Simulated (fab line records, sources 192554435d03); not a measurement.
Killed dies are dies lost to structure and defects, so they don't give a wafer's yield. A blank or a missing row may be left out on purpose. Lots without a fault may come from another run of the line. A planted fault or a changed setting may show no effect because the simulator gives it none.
Split-lot experiment | flow n5_finfet | 7 lots, 21 wafers read, on a route of 1938 steps

THE SPLIT
At N5_PASSIVATION_PECVD_53 (deposits SiO2 from TEOS/O2, target thk 800 nm, time 169.4 s), the setting time_s was moved away from the recipe's 169.4 s on 7 of the 21 wafers read, by -7.7% to +9.9%. The other wafers ran this setting at the recipe's value.

FROM THE SPLIT TO THE READING: what the file shows between them, 4 steps
- N5_PASSIVATION_PECVD_35: deposits SiNx from SiH4/NH3/N2, target thk 700 nm, time 151.3 s
- N5_PASSIVATION_HMDS_37: time 60 s
- N5_PASSIVATION_SRD_72: time 30 s
- N5_PASSIVATION_ANNEAL_56: time 1800 s

THE READING
sort_yield_pct, in %, at N5_PASSIVATION_PROBE_49. Fault-free wafers of this fab line usually give 91.3 %, standard deviation 1.6 %.

wafer  | tool, chamber at the split | time_s as run, s | against the recipe | sort_yield_pct, % | against lot-mates on the recipe
L084.2 | pecvd-01, 1                | 169.4            | recipe             | 92.1              | -
L084.4 | pecvd-01, 1                | 176.8            | +4.4%              | 91.0              | -0.5
L084.5 | pecvd-01, 1                | 169.4            | recipe             | 90.9              | -
L083.2 | pecvd-02, 2                | 169.4            | recipe             | 92.1              | -
L083.5 | pecvd-02, 1                | 180.4            | +6.5%              | 80.7              | -11.4
L083.6 | pecvd-02, 2                | 180.4            | +6.5%              | 80.4              | -11.7
L086.1 | pecvd-02, 1                | 169.4            | recipe             | 89.5              | -
L086.4 | pecvd-02, 0                | 169.4            | recipe             | 89.7              | -
L086.6 | pecvd-02, 2                | 169.4            | recipe             | 89.4              | -
L089.1 | pecvd-03, 2                | 169.4            | recipe             | 95.2              | -
L089.4 | pecvd-03, 1                | 169.4            | recipe             | 93.0              | -
L089.5 | pecvd-03, 0                | 169.4            | recipe             | 92.6              | -
L091.1 | pecvd-03, 0                | 169.4            | recipe             | 90.8              | -
L091.2 | pecvd-03, 2                | 169.4            | recipe             | 84.7              | -
L091.3 | pecvd-03, 1                | 186.1            | +9.9%              | 43.1              | -44.6
L093.1 | pecvd-01, 1                | 156.4            | -7.7%              | 88.9              | no lot-mate on the recipe
L093.4 | pecvd-01, 2                | 156.4            | -7.7%              | 92.5              | no lot-mate on the recipe
L093.6 | pecvd-01, 0                | 156.4            | -7.7%              | 91.2              | no lot-mate on the recipe
L096.4 | pecvd-02, 0                | 169.4            | recipe             | 91.6              | -
L096.5 | pecvd-02, 1                | 169.4            | recipe             | 90.8              | -
L096.6 | pecvd-02, 2                | 169.4            | recipe             | 87.7              | -

THE FIT
A straight line over all 21 wafers: sort_yield_pct changes by -1.57 % for each +1% of time_s; r = -0.63; the points scatter about the line by 8.7 %.
The same after taking each lot's own level away (the mean of its wafers on the recipe; 18 wafers): -3.07 % for each +1%; r = -0.86; scatter 5.8 %.
On that fit, the largest move of time_s shifts the reading by 30 %.
The lots' own levels span 87.75 to 93.60 %, that is 3.7 times the standard deviation above.
So the lot-to-lot level blurs the effect unless lot-mates are compared.
Check: with one of the wafers moved furthest among these (+9.9%) left out of the fit, the line predicts -14.6 % for it against its lot-mates. It came out at -44.6 % against them.

THE WHOLE CHAIN: every reading that the file lists as answering this split, in the file's order
step                    | what it does                                                | reading                                                                              | change (the file's fit)                                                         | r (the file's)
N5_PASSIVATION_PECVD_53 | deposits SiO2 from TEOS/O2, target thk 800 nm, time 169.4 s | SiO2_of_PASSIVATION_PECVD_53.thk_nm (the simulator's own value, which no gauge read) | +8.16 nm for each +1% of the setting                                            | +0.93
N5_PASSIVATION_PROBE_49 |                                                             | defect_limited_yield                                                                 | -3.52 for each +1% of the setting                                               | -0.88
N5_PASSIVATION_PROBE_49 |                                                             | killed_at_other                                                                      | not straight: 4 at the lowest setting, 3 at the recipe, 594 at the highest      | not given
N5_PASSIVATION_PROBE_49 |                                                             | killed_dies                                                                          | not straight: 108 at the lowest setting, 103 at the recipe, 671 at the highest  | not given
N5_PASSIVATION_PROBE_49 |                                                             | sort_bin_5_function                                                                  | not straight: 5.1 at the lowest setting, 5.1 at the recipe, 54.3 at the highest | not given
N5_PASSIVATION_PROBE_49 |                                                             | sort_n_pass                                                                          | -38.5 for each +1% of the setting                                               | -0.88
N5_PASSIVATION_PROBE_49 |                                                             | sort_yield_pct                                                                       | -3.26 % for each +1% of the setting                                             | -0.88

THE FILE'S OWN FIT
sort_yield_pct changes by -3.26 % for each +1% of time_s, r = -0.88.
